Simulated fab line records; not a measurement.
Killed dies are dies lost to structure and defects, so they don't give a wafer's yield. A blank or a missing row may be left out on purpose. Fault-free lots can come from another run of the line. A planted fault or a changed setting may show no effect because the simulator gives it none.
Matching of chambers || flow n5 finfet || N5_PMOS_HMC_CHANNEL_EPI_HM_DEP_34 on pecvd-01 has 3 sister chambers
The step deposits SiO2 from TEOS/O2, target thk 36 nm, time 6.9 s. 6 wafers are shown with their chamber, then 7 later ones without.

WAFERS PAIRED WITH THEIR CHAMBERS
{"wafer": "L077.5", "chamber": 1, "throttle valve pct (%)": 18.8, "showerhead plenum p Torr (Torr)": 8.29}
{"wafer": "L081.2", "chamber": 2, "throttle valve pct (%)": 17.4, "showerhead plenum p Torr (Torr)": 8.32}
{"wafer": "L081.5", "chamber": 0, "throttle valve pct (%)": 18.6, "showerhead plenum p Torr (Torr)": 8.28}
{"wafer": "L081.6", "chamber": 2, "throttle valve pct (%)": 17.5, "showerhead plenum p Torr (Torr)": 8.35}
{"wafer": "L084.1", "chamber": 1, "throttle valve pct (%)": 18.4, "showerhead plenum p Torr (Torr)": 8.31}
{"wafer": "L084.3", "chamber": 0, "throttle valve pct (%)": 18.6, "showerhead plenum p Torr (Torr)": 8.26}

WAFERS WITH NO CHAMBER GIVEN
{"wafer": "L084.4", "throttle valve pct (%)": 17.4, "showerhead plenum p Torr (Torr)": 8.32}
{"wafer": "L095.3", "throttle valve pct (%)": 18.6, "showerhead plenum p Torr (Torr)": 8.29}
{"wafer": "L095.4", "throttle valve pct (%)": 17.5, "showerhead plenum p Torr (Torr)": 8.31}
{"wafer": "L095.5", "throttle valve pct (%)": 18.6, "showerhead plenum p Torr (Torr)": 8.25}
{"wafer": "L097.1", "throttle valve pct (%)": 18.8, "showerhead plenum p Torr (Torr)": 8.28}
{"wafer": "L097.3", "throttle valve pct (%)": 17.8, "showerhead plenum p Torr (Torr)": 8.32}
{"wafer": "L097.5", "throttle valve pct (%)": 18.6, "showerhead plenum p Torr (Torr)": 8.31}

WHICH CHAMBER EACH ONE RAN IN
{"wafer": "L084.4", "from the rows above": 2, "in truth": 2}
{"wafer": "L095.3", "from the rows above": "can't be placed: 1 or 0", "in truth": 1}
{"wafer": "L095.4", "from the rows above": 2, "in truth": 2}
{"wafer": "L095.5", "from the rows above": "can't be placed: 0 or 1", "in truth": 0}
{"wafer": "L097.1", "from the rows above": "can't be placed: 0 or 1", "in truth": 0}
{"wafer": "L097.3", "from the rows above": 2, "in truth": 2}
{"wafer": "L097.5", "from the rows above": "can't be placed: 1 or 0", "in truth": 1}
Correct placement for 3 of the 7. Can't be placed from these rows: 4 (the true chamber is among the candidates in 4). Placed wrongly: 0.
How it was worked out, from the rows above alone: a wafer's distance from a chamber is the root of the sum, over the readings, of the square of ((its reading less the chamber's mean) divided by the reading's scatter). The wafer belongs to the nearest chamber; if the next one is less than 2 further off, it can't be placed. For every chamber, the mean is computed from those of its wafers that are shown. The scatter is the square root of a quotient: the sum, over the shown wafers, of each reading's squared deviation from its chamber's mean, divided by wafers minus chambers.
